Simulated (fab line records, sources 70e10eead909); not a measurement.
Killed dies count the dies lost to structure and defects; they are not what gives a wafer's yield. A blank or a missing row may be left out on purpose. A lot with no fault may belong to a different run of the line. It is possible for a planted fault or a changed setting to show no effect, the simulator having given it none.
Matching of chambers :: flow nandHarc :: NHARC_A_M0_DEP_32 on pecvd-02 has 3 sister chambers
The step deposits SiCN, target thk 30 nm. 6 wafers are shown with their chamber, then 12 later ones without.

## WAFERS WITH THEIR CHAMBER
wafer: L089.1
chamber: 0
showerheadVppV (V): 1465
heaterPowerW (W): 656

wafer: L088.4
chamber: 0
showerheadVppV (V): 1460
heaterPowerW (W): 649

wafer: L088.5
chamber: 1
showerheadVppV (V): 1199
heaterPowerW (W): 609

wafer: L090.1
chamber: 2
showerheadVppV (V): 1378
heaterPowerW (W): 622

wafer: L090.4
chamber: 1
showerheadVppV (V): 1203
heaterPowerW (W): 607

wafer: L090.5
chamber: 2
showerheadVppV (V): 1391
heaterPowerW (W): 621

## WAFERS MISSING THEIR CHAMBER
wafer: L093.1
showerheadVppV (V): 1197
heaterPowerW (W): 609

wafer: L093.4
showerheadVppV (V): 1385
heaterPowerW (W): 583

wafer: L093.5
showerheadVppV (V): 1183
heaterPowerW (W): 602

wafer: L095.2
showerheadVppV (V): 1148
heaterPowerW (W): 593

wafer: L095.3
showerheadVppV (V): 1397
heaterPowerW (W): 561

wafer: L095.6
showerheadVppV (V): 1392
heaterPowerW (W): 575

wafer: L097.3
showerheadVppV (V): 1402
heaterPowerW (W): 570

wafer: L097.4
showerheadVppV (V): 1396
heaterPowerW (W): 580

wafer: L097.6
showerheadVppV (V): 1422
heaterPowerW (W): 698

wafer: L094.1
showerheadVppV (V): 1187
heaterPowerW (W): 572

wafer: L094.2
showerheadVppV (V): 1451
heaterPowerW (W): 631

wafer: L094.4
showerheadVppV (V): 1451
heaterPowerW (W): 644

## EACH ONE'S CHAMBER
wafer: L093.1
from the rows above: 1
in truth: 1

wafer: L093.4
from the rows above: 2
in truth: 2

wafer: L093.5
from the rows above: 1
in truth: 1

wafer: L095.2
from the rows above: 1
in truth: 1

wafer: L095.3
from the rows above: 2
in truth: 2

wafer: L095.6
from the rows above: 2
in truth: 2

wafer: L097.3
from the rows above: 2
in truth: 2

wafer: L097.4
from the rows above: 2
in truth: 2

wafer: L097.6
from the rows above: 0
in truth: 0

wafer: L094.1
from the rows above: 1
in truth: 1

wafer: L094.2
from the rows above: 0
in truth: 0

wafer: L094.4
from the rows above: 0
in truth: 0
Correctly placed: 12 of 12. Number that these rows cannot place: 0. Wrongly placed: 0.
How it was worked out, from the rows above alone: a wafer's distance from a chamber is the root of the sum, over the readings, of the square of ((its reading less the chamber's mean) divided by the reading's scatter). If the next closest chamber is less than 2 further off than the closest, the wafer can't be placed; otherwise it belongs to the closest. The mean given for a chamber averages the wafers shown for that chamber. The scatter: the root of (the sum of the squares of (reading less its chamber's mean) over the shown wafers, divided by (wafers less chambers)).
